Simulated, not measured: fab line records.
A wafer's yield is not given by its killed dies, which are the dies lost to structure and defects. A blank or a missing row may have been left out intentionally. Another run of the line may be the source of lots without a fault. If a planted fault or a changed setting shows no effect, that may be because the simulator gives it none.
What tool caused it? | flow n5-finfet | 11 lots, 33 wafers sampled, at 1 step of a route of 1938

## WHAT EACH GAUGE READ, for each wafer
N5_BEOL_M9_CD_MEAS_11: target cd 64.1 nm.
lot  | measured     | on        | cd-nm (nm)
L330 | day 10 16:32 | cd-sem-03 | 63.5 63.0 63.8
L335 | day 11 03:25 | cd-sem-02 | 64.0 64.2 64.3
L332 | day 11 03:53 | cd-sem-02 | 64.8 64.6 64.2
L336 | day 12 04:43 | cd-sem-01 | 64.1 63.6 63.7
L338 | day 13 05:15 | cd-sem-02 | 64.4 64.4 64.7
L341 | day 13 05:58 | cd-sem-02 | 64.3 64.8 64.2
L340 | day 14 15:19 | cd-sem-03 | 64.3 64.5 63.6
L349 | day 16 11:23 | cd-sem-01 | 64.0 63.7 63.2
L350 | day 16 19:12 | cd-sem-01 | 64.3 64.3 63.8
L353 | day 17 07:31 | cd-sem-01 | 64.4 65.0 64.4
L351 | day 17 07:52 | cd-sem-03 | 63.5 63.6 64.3

## WHAT TOOL EACH LOT RAN ON (gives the tool, then ch and the chambers of the sampled wafers, and finally the start)
The record shows no process step preceding these readings.

## THE ANSWER, worked out from the rows above alone
Rule: usual is defined by the lots themselves. The widest of any qualifying gaps counts: lots, ordered by their means at a reading, are off when they make up no more than a third of the lots, leave a main group of 4 or more, and stand apart from it by 3 or more times the standard deviation of that group's means. If all means in a main group match to the digits the tables above print for the reading, that group is not used. Also off: a lot with no number at a reading for which 4 or more lots have one. The other lots that the step has rows for count as sound.
None of the lots is off at any reading shown; this tells nothing.

## WHAT WAS PUT IN BY THE SIMULATOR
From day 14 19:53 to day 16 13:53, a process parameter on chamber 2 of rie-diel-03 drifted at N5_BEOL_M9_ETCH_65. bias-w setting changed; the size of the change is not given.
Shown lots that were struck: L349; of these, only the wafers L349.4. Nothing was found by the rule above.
